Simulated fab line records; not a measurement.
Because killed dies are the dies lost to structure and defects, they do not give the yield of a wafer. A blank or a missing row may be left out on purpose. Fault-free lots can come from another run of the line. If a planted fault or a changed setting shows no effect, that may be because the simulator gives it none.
Split-lot experiment | flow n5_finfet | route with 1938 steps; 7 lots, 21 wafers read

ABOUT THE SPLIT
At N5_BEOL_M11_ETCH_66 (etches SOC in N2/H2, target depth 120 nm, overetch 24 nm, time 180 s), the setting time_s was moved away from the recipe's 180 s on 6 of the 21 wafers read, by -20.4% to +9.4%. All remaining wafers had this setting at the recipe value.

The split's own step is where the reading is taken.

THE READING
SiARC_of_BEOL_M11_COAT_64.thk_nm (the simulator's own value, which no gauge read), in nm, at N5_BEOL_M11_ETCH_66 (etches SOC in N2/H2, target depth 120 nm, overetch 24 nm, time 180 s). No usual value for it is given in the file. Here, 15 wafers ran the recipe; their average is 22.9 nm with a standard deviation of 0.19 nm.

wafer  | tool, chamber at the split | time_s as run, s | against the recipe | SiARC_of_BEOL_M11_COAT_64.thk_nm, nm | against lot-mates on the recipe
L077.1 | rie_diel-02, 2,3           | 180              | recipe             | 23                                   | -
L077.2 | rie_diel-02, 2,3           | 180              | recipe             | 23                                   | -
L077.4 | rie_diel-02, 0             | 180              | recipe             | 22.8                                 | -
L078.2 | rie_diel-03, 1,0           | 180              | recipe             | 22.8                                 | -
L078.5 | rie_diel-03, 1,0           | 180              | recipe             | 22.8                                 | -
L078.4 | rie_diel-03, 3             | 143.2            | -20.4%             | 24.4                                 | +1.6
L080.1 | rie_diel-04, 0,2           | 154.2            | -14.3%             | 23.8                                 | +1.0
L080.5 | rie_diel-04, 0,2           | 154.2            | -14.3%             | 23.8                                 | +1.0
L080.2 | rie_diel-04, 2             | 180              | recipe             | 22.8                                 | -
L096.3 | rie_diel-03, 3             | 180              | recipe             | 23                                   | -
L096.4 | rie_diel-03, 3             | 180              | recipe             | 23.2                                 | -
L096.6 | rie_diel-03, 0             | 180              | recipe             | 22.8                                 | -
L090.2 | rie_diel-04, 1             | 197              | +9.4%              | 22.2                                 | -0.6
L090.3 | rie_diel-04, 2             | 180              | recipe             | 22.6                                 | -
L090.5 | rie_diel-04, 1             | 180              | recipe             | 23                                   | -
L097.1 | rie_diel-02, 3             | 196.3            | +9.1%              | 22.4                                 | -0.4
L097.2 | rie_diel-02, 1             | 196.3            | +9.1%              | 22.2                                 | -0.6
L097.5 | rie_diel-02, 0             | 180              | recipe             | 22.8                                 | -
L092.3 | rie_diel-04, 3             | 180              | recipe             | 23                                   | -
L092.4 | rie_diel-04, 0             | 180              | recipe             | 22.4                                 | -
L092.6 | rie_diel-04, 1             | 180              | recipe             | 22.8                                 | -
Rows listing several chambers each stand for several wafers; the file does not say which wafer went through which chamber.

FIT RESULTS
A straight line over all 21 wafers: SiARC_of_BEOL_M11_COAT_64.thk_nm changes by -0.0691 nm for each +1% of time_s; r = -0.95; the points scatter about the line by 0.17 nm.
The same after taking each lot's own level away (the mean of its wafers on the recipe; 21 wafers): -0.0699 nm for each +1%; r = -0.96; scatter 0.15 nm.
Per that fit: largest time_s move, reading shift of 1.4 nm.
The lots' own levels span 22.73 to 23.00 nm, that is 1.4 times the standard deviation above.
Consequently the slope shifts little with the lot-to-lot level, the two slopes agreeing.
Check: +1.35 nm against its lot-mates is what the line predicts for one of the wafers moved furthest among these (-20.4%) when that wafer is left out of the fit. It came out at +1.6 nm against them.

THESE WAFERS: OTHER SPLITS
Note: prior to the reading, these wafers also went through further splits. Each is held against what the fit with the lots' levels taken away leaves over:
other split on the same wafers | wafers away from the commonest value | r with SiARC_of_BEOL_M11_COAT_64.thk_nm (lot level and that fit taken away)
N5_BEOL_M9_ILD_DEP_00 time_s   | 7                                    | +0.23
N5_BEOL_M10_COAT_60 spin_rpm   | 6                                    | +0.36
N5_BEOL_M10_EXPOSE_08 dose_mj  | 5                                    | -0.12
N5_BEOL_M10_ETCH_41 source_w   | 3                                    | +0.10

FILE'S OWN FIT
SiARC_of_BEOL_M11_COAT_64.thk_nm changes by -0.072 nm for each +1% of time_s, r = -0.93.
